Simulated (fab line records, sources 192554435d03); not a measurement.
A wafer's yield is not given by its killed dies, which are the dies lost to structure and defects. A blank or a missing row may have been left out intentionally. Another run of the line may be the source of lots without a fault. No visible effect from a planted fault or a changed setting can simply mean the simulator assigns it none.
What tool caused it? | flow n5_finfet | 63 wafers from 21 lots sampled at 6 of the route's 1938 steps

WHAT THE GAUGES READ, wafer by wafer
The record lacks any reading of a measuring or inspecting step that a usual standard deviation could be used to judge.

EACH LOT AND THE TOOL THAT RAN IT (in order: tool; ch and the chambers of the sampled wafers; start)
lot  | N5_MOL_CONTACT_COAG_ETCH_91        | N5_MOL_CONTACT_COAG_ETCH_47        | N5_MOL_CONTACT_COAG_STRIP_119        | N5_MOL_CONTACT_COAG_ETCH_67        | N5_BEOL_M0_SAQP_SPACER1_ETCHBACK_99 | N5_BEOL_M0_SAQP_MANDREL1_REMOVE_100
L074 | rie_diel-04 ch 0,1,2, day 5 07:24  | rie_diel-04 ch 0,1,2, day 5 07:38  | plasma_asher-01 ch 0,1, day 5 07:46  | rie_diel-05 ch 0,2, day 5 09:20    | rie_diel-06 ch 0,2,3, day 5 17:26   | rie_si-02 ch 0,1,2, day 5 17:31
L076 | rie_diel-04 ch 0,1,3, day 5 15:35  | rie_diel-04 ch 0,1,3, day 5 15:49  | plasma_asher-02 ch 0,1, day 5 15:54  | rie_diel-04 ch 0,1, day 5 17:01    | rie_diel-02 ch 0,1,2, day 6 01:31   | rie_si-02 ch 0,1, day 6 01:37
L077 | rie_diel-01 ch 0,1, day 5 19:11    | rie_diel-01 ch 0,1, day 5 19:25    | plasma_asher-01 ch 0,1, day 5 19:31  | rie_diel-05 ch 0,1,3, day 5 21:25  | rie_diel-03 ch 0,2,3, day 6 06:18   | rie_si-02 ch 0,1,2, day 6 06:23
L078 | rie_diel-04 ch 1,2,3, day 6 04:15  | rie_diel-04 ch 1,2,3, day 6 04:29  | plasma_asher-02 ch 0,1, day 6 04:34  | rie_diel-05 ch 0,1,2, day 6 05:30  | rie_diel-02 ch 0,1,2, day 6 12:50   | rie_si-03 ch 0,1,2, day 6 12:55
L079 | rie_diel-01 ch 1,2, day 6 12:31    | rie_diel-01 ch 1,2, day 6 12:44    | plasma_asher-01 ch 0,1, day 6 12:49  | rie_diel-04 ch 0,2, day 6 14:24    | rie_diel-02 ch 2,3, day 6 21:41     | rie_si-06 ch 0,2,3, day 6 21:47
L080 | rie_diel-01 ch 0,1,3, day 6 12:50  | rie_diel-01 ch 0,1,3, day 6 13:04  | plasma_asher-01 ch 0,1, day 6 13:08  | rie_diel-04 ch 0,1,2, day 6 14:53  | rie_diel-06 ch 0,2,3, day 7 01:07   | rie_si-02 ch 0,1,3, day 7 01:12
L081 | rie_diel-01 ch 0,2, day 6 22:04    | rie_diel-01 ch 0,2, day 6 22:17    | plasma_asher-01 ch 0,1, day 6 22:22  | rie_diel-05 ch 0,1,3, day 6 23:28  | rie_diel-03 ch 1,3, day 7 07:13     | rie_si-03 ch 0,1, day 7 07:19
L082 | rie_diel-05 ch 0,1,2, day 7 02:12  | rie_diel-05 ch 0,1,2, day 7 02:26  | plasma_asher-01 ch 0,1, day 7 02:31  | rie_diel-05 ch 0,1,2, day 7 03:34  | rie_diel-03 ch 0,1,3, day 7 11:13   | rie_si-03 ch 0,1,2, day 7 11:19
L083 | rie_diel-04 ch 1,3, day 7 06:10    | rie_diel-04 ch 1,3, day 7 06:24    | plasma_asher-01 ch 1, day 7 06:53    | rie_diel-05 ch 0,1,2, day 7 07:58  | rie_diel-06 ch 0,1,2, day 7 15:49   | rie_si-06 ch 1,2, day 7 15:54
L084 | rie_diel-05 ch 1,2, day 7 12:51    | rie_diel-05 ch 1,2, day 7 13:05    | plasma_asher-02 ch 0,1, day 7 13:10  | rie_diel-01 ch 0,1,3, day 7 14:49  | rie_diel-03 ch 1,2, day 7 23:18     | rie_si-02 ch 1,2,3, day 7 23:23
L086 | rie_diel-05 ch 1,2,3, day 8 01:58  | rie_diel-05 ch 1,2,3, day 8 02:11  | plasma_asher-01 ch 0,1, day 8 02:16  | rie_diel-04 ch 0,1,3, day 8 03:20  | rie_diel-02 ch 0,3, day 8 15:15     | rie_si-06 ch 0,2, day 8 15:20
L087 | rie_diel-01 ch 1,2, day 8 08:16    | rie_diel-01 ch 1,2, day 8 08:29    | plasma_asher-02 ch 0,1, day 8 08:35  | rie_diel-04 ch 1,2,3, day 8 09:31  | rie_diel-02 ch 1,2,3, day 8 17:35   | rie_si-03 ch 0,2,3, day 8 17:40
L088 | rie_diel-05 ch 1,2,3, day 8 16:32  | rie_diel-05 ch 1,2,3, day 8 16:46  | plasma_asher-01 ch 0,1, day 8 16:51  | rie_diel-04 ch 0,1, day 8 17:55    | rie_diel-06 ch 0,1,2, day 9 02:46   | rie_si-03 ch 0,2,3, day 9 02:51
L089 | rie_diel-01 ch 1,2,3, day 8 22:35  | rie_diel-01 ch 1,2,3, day 8 22:49  | plasma_asher-01 ch 0,1, day 8 22:53  | rie_diel-01 ch 0,2,3, day 9 00:15  | rie_diel-03 ch 1,2,3, day 9 07:25   | rie_si-03 ch 1,2,3, day 9 07:31
L090 | rie_diel-04 ch 0,1, day 9 02:12    | rie_diel-04 ch 0,1, day 9 02:26    | plasma_asher-01 ch 0,1, day 9 02:31  | rie_diel-05 ch 0,1, day 9 03:36    | rie_diel-06 ch 0,2,3, day 9 11:31   | rie_si-03 ch 0,1, day 9 11:36
L091 | rie_diel-05 ch 1,2,3, day 9 05:23  | rie_diel-05 ch 1,2,3, day 9 05:37  | plasma_asher-01 ch 0,1, day 9 05:42  | rie_diel-05 ch 0,2,3, day 9 07:01  | rie_diel-02 ch 0,1,3, day 9 15:36   | rie_si-02 ch 1,2, day 9 15:41
L092 | rie_diel-05 ch 0,1,3, day 9 12:43  | rie_diel-05 ch 0,1,3, day 9 12:57  | plasma_asher-01 ch 0,1, day 9 13:02  | rie_diel-01 ch 0,1,3, day 9 14:08  | rie_diel-03 ch 2,3, day 9 21:41     | rie_si-03 ch 1,2,3, day 9 21:46
L093 | rie_diel-04 ch 0,1,3, day 9 18:32  | rie_diel-04 ch 0,1,3, day 9 18:46  | plasma_asher-01 ch 0,1, day 9 18:51  | rie_diel-01 ch 0,1,3, day 9 20:11  | rie_diel-06 ch 1,2,3, day 10 04:01  | rie_si-02 ch 0,1,3, day 10 04:06
L094 | rie_diel-05 ch 0,2, day 10 05:53   | rie_diel-05 ch 0,2, day 10 06:07   | plasma_asher-01 ch 0,1, day 10 06:13 | rie_diel-04 ch 0,1,3, day 10 07:09 | rie_diel-02 ch 0,1,3, day 10 14:31  | rie_si-02 ch 1,2, day 10 14:37
L096 | rie_diel-05 ch 0,2,3, day 10 15:31 | rie_diel-05 ch 0,2,3, day 10 15:44 | plasma_asher-01 ch 0,1, day 10 15:49 | rie_diel-05 ch 0,2,3, day 10 16:46 | rie_diel-02 ch 1,2,3, day 11 00:24  | rie_si-02 ch 0,3, day 11 00:29
L097 | rie_diel-05 ch 0,1, day 10 23:35   | rie_diel-05 ch 0,1, day 10 23:49   | plasma_asher-02 ch 0,1, day 10 23:54 | rie_diel-04 ch 0,1,2, day 11 00:58 | rie_diel-03 ch 2,3, day 11 08:05    | rie_si-06 ch 1,3, day 11 08:11
- N5_MOL_CONTACT_COAG_ETCH_91: etches SOC in N2/H2, target depth 60 nm, overetch 21 nm, time 101.2 s.
- N5_MOL_CONTACT_COAG_ETCH_47: etches SiNx in CH3F/O2, stops on W, target depth 27 nm.
- N5_MOL_CONTACT_COAG_STRIP_119: strips in N2/H2, time 30 s.
- N5_MOL_CONTACT_COAG_ETCH_67: etches SOC in N2/H2, target depth 60 nm, overetch 21 nm, time 101.2 s.
- N5_BEOL_M0_SAQP_SPACER1_ETCHBACK_99: etches SiO2 in CHF3/O2, target depth 15.4 nm, time 7.7 s.
- N5_BEOL_M0_SAQP_MANDREL1_REMOVE_100: chemistry HBr/Cl2/O2, target a-Si, stops on SiNx, bt time 10 s.

AS READ BY THE TOOLS THEMSELVES (means over the sampled wafers that have a number; for cases with no such wafer, the mark the record gives instead)
N5_MOL_CONTACT_COAG_ETCH_91.
lot  | tool        | drypump_motor_current_A (A) | oes_product_au (a.u.) | rf_vpp_V (V) | showerhead_plenum_p_Torr (Torr) | throttle_valve_pct (%)
L074 | rie_diel-04 | 5.6                         | 0.67                  | 523.1        | 2.54                            | 18.0
L076 | rie_diel-04 | 5.8                         | 0.75                  | 522.7        | 2.52                            | 17.7
L077 | rie_diel-01 | 6.1                         | 0.65                  | 525.6        | 2.57                            | 18.1
L078 | rie_diel-04 | 5.6                         | 0.78                  | 523.6        | 2.54                            | 17.6
L079 | rie_diel-01 | 5.4                         | 0.63                  | 525.9        | 2.62                            | 18.2
L080 | rie_diel-01 | 6.0                         | 0.65                  | 523.4        | 2.56                            | 18.1
L081 | rie_diel-01 | 5.6                         | 0.65                  | 526.2        | 2.63                            | 18.0
L082 | rie_diel-05 | 5.9                         | 0.69                  | 522.8        | 2.49                            | 17.9
L083 | rie_diel-04 | 5.7                         | 0.75                  | 523.6        | 2.56                            | 17.7
L084 | rie_diel-05 | 6.4                         | 0.65                  | 522.4        | 2.52                            | 18.2
L086 | rie_diel-05 | 5.8                         | 0.70                  | 523.5        | 2.50                            | 17.9
L087 | rie_diel-01 | 5.6                         | 0.60                  | 523.1        | 2.57                            | 18.4
L088 | rie_diel-05 | 5.8                         | 0.70                  | 522.3        | 2.49                            | 18.0
L089 | rie_diel-01 | 5.7                         | 0.63                  | 525.2        | 2.58                            | 18.2
L090 | rie_diel-04 | 5.6                         | 0.69                  | 523.6        | 2.56                            | 17.9
L091 | rie_diel-05 | 5.8                         | 0.69                  | 522.5        | 2.49                            | 18.0
L092 | rie_diel-05 | 5.3                         | 0.72                  | 522.4        | 2.46                            | 17.7
L093 | rie_diel-04 | 5.8                         | 0.70                  | 523.1        | 2.51                            | 17.7
L094 | rie_diel-05 | 5.6                         | 0.66                  | 521.5        | 2.49                            | 18.1
L096 | rie_diel-05 | 5.6                         | 0.68                  | 522.6        | 2.49                            | 18.0
L097 | rie_diel-05 | 5.3                         | 0.69                  | 522.3        | 2.45                            | 17.7

N5_MOL_CONTACT_COAG_ETCH_47.
lot  | tool        | drypump_motor_current_A (A) | etch_rf_on_time_s (s) | oes_product_au (a.u.) | rf_vpp_V (V) | showerhead_plenum_p_Torr (Torr) | throttle_valve_pct (%)
L074 | rie_diel-04 | 5.6                         | 31.4                  | 0.72                  | 290          | 1.99                            | 16.39
L076 | rie_diel-04 | 5.8                         | 30.9                  | 0.81                  | 290          | 1.98                            | 16.19
L077 | rie_diel-01 | 6.1                         | 31.6                  | 0.69                  | 304          | 2.01                            | 16.58
L078 | rie_diel-04 | 5.6                         | 30.7                  | 0.85                  | 297          | 2.00                            | 16.17
L079 | rie_diel-01 | 5.4                         | 31.2                  | 0.67                  | 287          | 2.07                            | 16.68
L080 | rie_diel-01 | 6.0                         | 31.5                  | 0.70                  | 304          | 2.02                            | 16.62
L081 | rie_diel-01 | 5.6                         | 31.5                  | 0.69                  | 289          | 2.09                            | 16.51
L082 | rie_diel-05 | 5.9                         | 31.7                  | 0.73                  | 298          | 1.97                            | 16.42
L083 | rie_diel-04 | 5.6                         | 30.4                  | 0.80                  | 288          | 2.03                            | 16.30
L084 | rie_diel-05 | 6.4                         | 32.5                  | 0.68                  | 295          | 1.97                            | 16.57
L086 | rie_diel-05 | 5.8                         | 31.5                  | 0.75                  | 298          | 1.97                            | 16.42
L087 | rie_diel-01 | 5.6                         | 32.0                  | 0.63                  | 295          | 2.02                            | 16.85
L088 | rie_diel-05 | 5.8                         | 31.4                  | 0.74                  | 297          | 1.96                            | 16.43
L089 | rie_diel-01 | 5.7                         | 31.8                  | 0.67                  | 294          | 2.04                            | 16.71
L090 | rie_diel-04 | 5.6                         | 30.9                  | 0.73                  | 282          | 2.01                            | 16.40
L091 | rie_diel-05 | 5.8                         | 31.7                  | 0.73                  | 298          | 1.96                            | 16.44
L092 | rie_diel-05 | 5.3                         | 30.6                  | 0.78                  | 300          | 1.96                            | 16.30
L093 | rie_diel-04 | 5.8                         | 31.1                  | 0.75                  | 291          | 1.97                            | 16.25
L094 | rie_diel-05 | 5.6                         | 31.1                  | 0.71                  | 296          | 1.96                            | 16.47
L096 | rie_diel-05 | 5.6                         | 31.3                  | 0.72                  | 293          | 1.96                            | 16.45
L097 | rie_diel-05 | 5.3                         | 31.0                  | 0.75                  | 301          | 1.96                            | 16.34

N5_MOL_CONTACT_COAG_STRIP_119.
lot  | tool            | drypump_motor_current_A (A) | heater_power_w (W)
L074 | plasma_asher-01 | 5.5                         | 400
L076 | plasma_asher-02 | 6.4                         | 381
L077 | plasma_asher-01 | 5.5                         | 397
L078 | plasma_asher-02 | 6.4                         | 379
L079 | plasma_asher-01 | 5.5                         | 393
L080 | plasma_asher-01 | 5.5                         | 402
L081 | plasma_asher-01 | 6.0                         | 395
L082 | plasma_asher-01 | 5.5                         | 405
L083 | plasma_asher-01 | 6.3                         | 386
L084 | plasma_asher-02 | 6.4                         | 382
L086 | plasma_asher-01 | 5.5                         | 404
L087 | plasma_asher-02 | 6.4                         | 376
L088 | plasma_asher-01 | 5.5                         | 397
L089 | plasma_asher-01 | 5.5                         | 409
L090 | plasma_asher-01 | 5.5                         | 401
L091 | plasma_asher-01 | 5.9                         | 401
L092 | plasma_asher-01 | 5.5                         | 401
L093 | plasma_asher-01 | 6.0                         | 393
L094 | plasma_asher-01 | 5.9                         | 392
L096 | plasma_asher-01 | 5.9                         | 387
L097 | plasma_asher-02 | 6.2                         | 357

N5_MOL_CONTACT_COAG_ETCH_67.
lot  | tool        | drypump_motor_current_A (A) | oes_product_au (a.u.) | rf_vpp_V (V) | showerhead_plenum_p_Torr (Torr) | throttle_valve_pct (%)
L074 | rie_diel-05 | 5.6                         | 0.70                  | 521.8        | 2.51                            | 18.0
L076 | rie_diel-04 | 5.8                         | 0.69                  | 522.1        | 2.52                            | 17.9
L077 | rie_diel-05 | 5.3                         | 0.78                  | 521.9        | 2.48                            | 17.6
L078 | rie_diel-05 | 5.9                         | 0.70                  | 522.7        | 2.50                            | 17.9
L079 | rie_diel-04 | 5.5                         | 0.76                  | 521.8        | 2.51                            | 17.8
L080 | rie_diel-04 | 5.6                         | 0.74                  | 523.0        | 2.54                            | 17.8
L081 | rie_diel-05 | 5.3                         | 0.75                  | 522.3        | 2.47                            | 17.6
L082 | rie_diel-05 | 5.8                         | 0.69                  | 522.4        | 2.49                            | 17.9
L083 | rie_diel-05 | 5.9                         | 0.69                  | 523.0        | 2.49                            | 17.9
L084 | rie_diel-01 | 6.0                         | 0.64                  | 523.6        | 2.55                            | 18.2
L086 | rie_diel-04 | 5.8                         | 0.72                  | 523.9        | 2.52                            | 17.7
L087 | rie_diel-04 | 5.6                         | 0.75                  | 523.0        | 2.53                            | 17.6
L088 | rie_diel-04 | 5.6                         | 0.69                  | 523.1        | 2.56                            | 17.9
L089 | rie_diel-01 | 5.9                         | 0.65                  | 524.8        | 2.60                            | 18.0
L090 | rie_diel-05 | 5.6                         | 0.71                  | 522.0        | 2.45                            | 17.6
L091 | rie_diel-05 | 5.6                         | 0.69                  | 522.0        | 2.50                            | 18.0
L092 | rie_diel-01 | 6.0                         | 0.63                  | 523.6        | 2.55                            | 18.2
L093 | rie_diel-01 | 6.0                         | 0.63                  | 523.8        | 2.55                            | 18.2
L094 | rie_diel-04 | 5.8                         | 0.70                  | 523.1        | 2.51                            | 17.8
L096 | rie_diel-05 | 5.6                         | 0.68                  | 522.5        | 2.49                            | 18.0
L097 | rie_diel-04 | 5.6                         | 0.69                  | 522.8        | 2.52                            | 17.9

N5_BEOL_M0_SAQP_SPACER1_ETCHBACK_99.
lot  | tool        | drypump_motor_current_A (A) | oes_product_au (a.u.) | rf_vpp_V (V) | showerhead_plenum_p_Torr (Torr) | throttle_valve_pct (%)
L074 | rie_diel-06 | 5.2                         | 0.76                  | 519          | 2.37                            | 19.10
L076 | rie_diel-02 | 5.6                         | 0.77                  | 511          | 2.33                            | 19.10
L077 | rie_diel-03 | 5.9                         | 0.76                  | 512          | 2.38                            | 18.89
L078 | rie_diel-02 | 5.6                         | 0.77                  | 510          | 2.33                            | 19.12
L079 | rie_diel-02 | 5.7                         | 0.79                  | 515          | 2.39                            | 18.89
L080 | rie_diel-06 | 5.2                         | 0.76                  | 518          | 2.36                            | 19.13
L081 | rie_diel-03 | 6.0                         | 0.77                  | 504          | 2.37                            | 18.77
L082 | rie_diel-03 | 5.8                         | 0.76                  | 507          | 2.44                            | 18.76
L083 | rie_diel-06 | 5.5                         | 0.74                  | 518          | 2.41                            | 19.13
L084 | rie_diel-03 | 5.1                         | 0.88                  | 513          | 2.49                            | 18.74
L086 | rie_diel-02 | 5.8                         | 0.81                  | 528          | 2.33                            | 19.05
L087 | rie_diel-02 | 5.7                         | 0.83                  | 513          | 2.40                            | 18.96
L088 | rie_diel-06 | 5.5                         | 0.73                  | 517          | 2.41                            | 19.14
L089 | rie_diel-03 | 5.6                         | 0.80                  | 510          | 2.39                            | 18.85
L090 | rie_diel-06 | 5.2                         | 0.74                  | 519          | 2.36                            | 19.17
L091 | rie_diel-02 | 5.7                         | 0.79                  | 519          | 2.37                            | 19.12
L092 | rie_diel-03 | 5.7                         | 0.78                  | 515          | 2.32                            | 18.99
L093 | rie_diel-06 | 5.0                         | 0.77                  | 512          | 2.44                            | 19.02
L094 | rie_diel-02 | 5.7                         | 0.78                  | 520          | 2.37                            | 19.12
L096 | rie_diel-02 | 5.7                         | 0.80                  | 513          | 2.40                            | 18.99
L097 | rie_diel-03 | 5.7                         | 0.77                  | 516          | 2.32                            | 19.01

N5_BEOL_M0_SAQP_MANDREL1_REMOVE_100.
lot  | tool      | drypump_motor_current_A (A) | oes_product_au (a.u.) | throttle_valve_pct (%)
L074 | rie_si-02 | 5.9                         | 0.989                 | 37.1
L076 | rie_si-02 | 5.8                         | 1.004                 | 37.1
L077 | rie_si-02 | 5.9                         | 0.990                 | 37.1
L078 | rie_si-03 | 5.6                         | 0.996                 | 36.5
L079 | rie_si-06 | 5.6                         | 1.015                 | 37.0
L080 | rie_si-02 | 5.7                         | 0.991                 | 36.7
L081 | rie_si-03 | 5.7                         | 0.991                 | 36.5
L082 | rie_si-03 | 5.6                         | 1.003                 | 36.5
L083 | rie_si-06 | 5.8                         | 0.992                 | 37.0
L084 | rie_si-02 | 5.8                         | 0.976                 | 36.7
L086 | rie_si-06 | 5.8                         | 1.003                 | 36.8
L087 | rie_si-03 | 5.6                         | 1.016                 | 36.8
L088 | rie_si-03 | 5.6                         | 1.010                 | 36.8
L089 | rie_si-03 | 5.5                         | 0.995                 | 36.6
L090 | rie_si-03 | 5.7                         | 0.989                 | 36.5
L091 | rie_si-02 | 6.0                         | 0.983                 | 37.2
L092 | rie_si-03 | 5.5                         | 0.992                 | 36.6
L093 | rie_si-02 | 5.7                         | 0.972                 | 36.6
L094 | rie_si-02 | 6.0                         | 0.970                 | 37.2
L096 | rie_si-02 | 5.9                         | 0.979                 | 36.3
L097 | rie_si-06 | 5.7                         | 1.018                 | 37.3

THE ANSWER, worked out from the rows above alone
Rule: the lots themselves supply what counts as usual. Put in order of their means at a reading, lots are off if they are a third of the lots or fewer, leave a main group of 4 or more, and stand apart from it by a gap of 3 or more times the standard deviation of the main group's means; of several such gaps the widest counts. A main group is skipped when, at the precision printed for the reading in the tables above, its means are all equal. A lot without any number at a reading at which 4 lots or more have one is off too. The other lots that the step has rows for count as sound. After the gauges, taken in route order, come the tools' own readings; for these a lot's mean is taken, as printed above. The first step at which some lot is off is used, and at that step the reading that is off furthest; a lot without a number counts as furthest.
No lot is off at any reading shown: from this, nothing can be told.

WHAT WAS PUT IN BY THE SIMULATOR
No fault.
